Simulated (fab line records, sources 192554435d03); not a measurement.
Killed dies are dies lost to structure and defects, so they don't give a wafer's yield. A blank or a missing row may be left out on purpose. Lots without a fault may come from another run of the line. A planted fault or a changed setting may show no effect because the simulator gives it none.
Chamber matching | flow n5_finfet | N5_BEOL_M15_DEP_53 on pecvd-04: 3 sister chambers
The step deposits SiCN from 3MS/NH3, target thk 50 nm, time 17.8 s. 14 wafers are shown with their chamber, then 7 later ones without.

WAFERS WITH THEIR CHAMBER
wafer  | chamber | throttle_valve_pct (%) | showerhead_plenum_p_Torr (Torr)
L377.2 | 0       | 17.2                   | 4.155
L377.5 | 0       | 17.0                   | 4.153
L377.6 | 1       | 17.7                   | 4.164
L381.3 | 0       | 17.5                   | 4.151
L381.4 | 2       | 16.5                   | 4.152
L381.6 | 2       | 16.4                   | 4.155
L386.1 | 2       | 16.4                   | 4.148
L386.3 | 0       | 17.2                   | 4.150
L386.4 | 2       | 16.5                   | 4.154
L394.2 | 1       | 17.8                   | 4.152
L394.3 | 0       | 17.5                   | 4.158
L394.4 | 2       | 16.7                   | 4.139
L395.1 | 1       | 17.6                   | 4.152
L395.3 | 0       | 17.2                   | 4.139

SIGNATURES (means of the wafers above)
reading                  | chamber 0 | chamber 1 | chamber 2 | scatter within a chamber
throttle_valve_pct       | 17.267    | 17.700    | 16.500    | 0.158
showerhead_plenum_p_Torr | 4.15100   | 4.15600   | 4.14960   | 0.0066
Rule: a wafer's distance from a chamber is the root of the sum, over the readings, of the square of ((its reading less the chamber's mean) divided by the reading's scatter). The wafer belongs to the nearest chamber; if the next one is less than 2 further off, it can't be placed. The scatter: the root of (the sum of the squares of (reading less its chamber's mean) over the shown wafers, divided by (wafers less chambers)).

WAFERS WITHOUT THEIR CHAMBER
wafer  | throttle_valve_pct (%) | showerhead_plenum_p_Torr (Torr)
L395.6 | 17.3                   | 4.146
L398.1 | 16.7                   | 4.144
L398.3 | 17.9                   | 4.158
L398.5 | 17.8                   | 4.165
L399.1 | 17.8                   | 4.161
L399.3 | 16.5                   | 4.142
L399.5 | 17.6                   | 4.164

WHICH CHAMBER EACH WENT THROUGH
wafer  | from the rows above     | in truth
L395.6 | 0                       | 0
L398.1 | 2                       | 2
L398.3 | 1                       | 1
L398.5 | 1                       | 1
L399.1 | 1                       | 1
L399.3 | 2                       | 2
L399.5 | can't be placed: 1 or 0 | 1
Placed correctly: 6 of 7. Can't be placed from these rows: 1 (the true chamber is among the candidates in 1). Placed wrongly: 0.
